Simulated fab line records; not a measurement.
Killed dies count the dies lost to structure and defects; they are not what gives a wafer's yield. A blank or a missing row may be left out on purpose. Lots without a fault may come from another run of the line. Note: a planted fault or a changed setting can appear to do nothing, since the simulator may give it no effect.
A struck lot beside a sound one | flow n5-finfet | 14 steps out of a route of 1938
Sound: the wafers L542.2, L542.3, L542.6. Wafers L529.3, L529.4, L529.6 were the ones struck. Last of all comes the cause.
Per side, at each step with rows, come the tool, then ch with its chambers, and then its first start. Under that, the readings that differ: sound wafers | struck wafers | difference of the means | sigmas: that difference in standard deviations of wafers without a fault.
alike: readings whose means differ by less than 2 such deviations, and words and numbers that are the same on both sides. not compared: withheld readings, readings that some wafer has no value for, bounds like >300 that may hide the same value, and numbers for which the record gives no deviation and whose values overlap.
Wherever a step has rows on one side only, a row that says differs or no value, or a row with sigmas, the two part there. Numbers that have no deviation but don't overlap get no sigmas and don't part them. A reading that every wafer of one side lacks parts them only if that side has two wafers or more.

first, 7 steps without rows for these wafers: N5_WELL_APT_COAT_19 (resist thk 950 nm); N5_WELL_APT_EBR_21; N5_WELL_APT_SOFTBAKE_20 (time 60 s); N5_WELL_APT_EXPOSE_22 (exposes mask PWELL, defocus 0 nm, target cd 200 nm); N5_WELL_APT_PEB_23 (peb time 90 s); N5_WELL_APT_DEVELOP_24 (develop time 45 s); N5_WELL_APT_HARDBAKE_29 (time 120 s).
N5_WELL_APT_CD_MEAS_25: the cd target is 200 nm.
  sound on cd-sem-02 ch 0, day 5 15:13; struck on cd-sem-01 ch 0, day 2 08:48
  alike: cd-nm
N5_WELL_APT_OVL_MEAS_26:
  sound on overlay-01 ch 0, day 5 15:15; struck on overlay-01 ch 0, day 2 08:50
  alike: PWELL_OVL
N5_WELL_APT_INSPECT_27: inspects for defects (macro).
  sound on defect-inspect-01, day 5 15:17; struck on defect-inspect-02, day 2 08:52
  alike: raw-defect-count
N5_WELL_APT_DESCUM_30: chemistry O2, time 7.9 s.
  sound on rie-diel-01 ch 1,2,3, day 5 15:19; struck on rie-diel-04 ch 2,3, day 2 08:59
  alike: drypump-motor-current-A, oes-product-au, rf-vpp-V, showerhead-plenum-p-Torr, throttle-valve-pct
  not compared: rf-hours-counter-h
next, for these wafers, 1 step has no rows: N5_WELL_APT_IMPLANT_31.
N5_WELL_APT_IMPLANT_32:
  sound on implanter-01 ch 0, day 5 15:37; struck on implanter-01 ch 0, day 2 09:44
  alike: beam-on-s
then, 1 step without rows for these wafers: N5_WELL_APT_STRIP_33 (strips in SPM, time 900 s).

## WHERE THEY PART
Nowhere in this record.

WHY: the cause the simulator had injected
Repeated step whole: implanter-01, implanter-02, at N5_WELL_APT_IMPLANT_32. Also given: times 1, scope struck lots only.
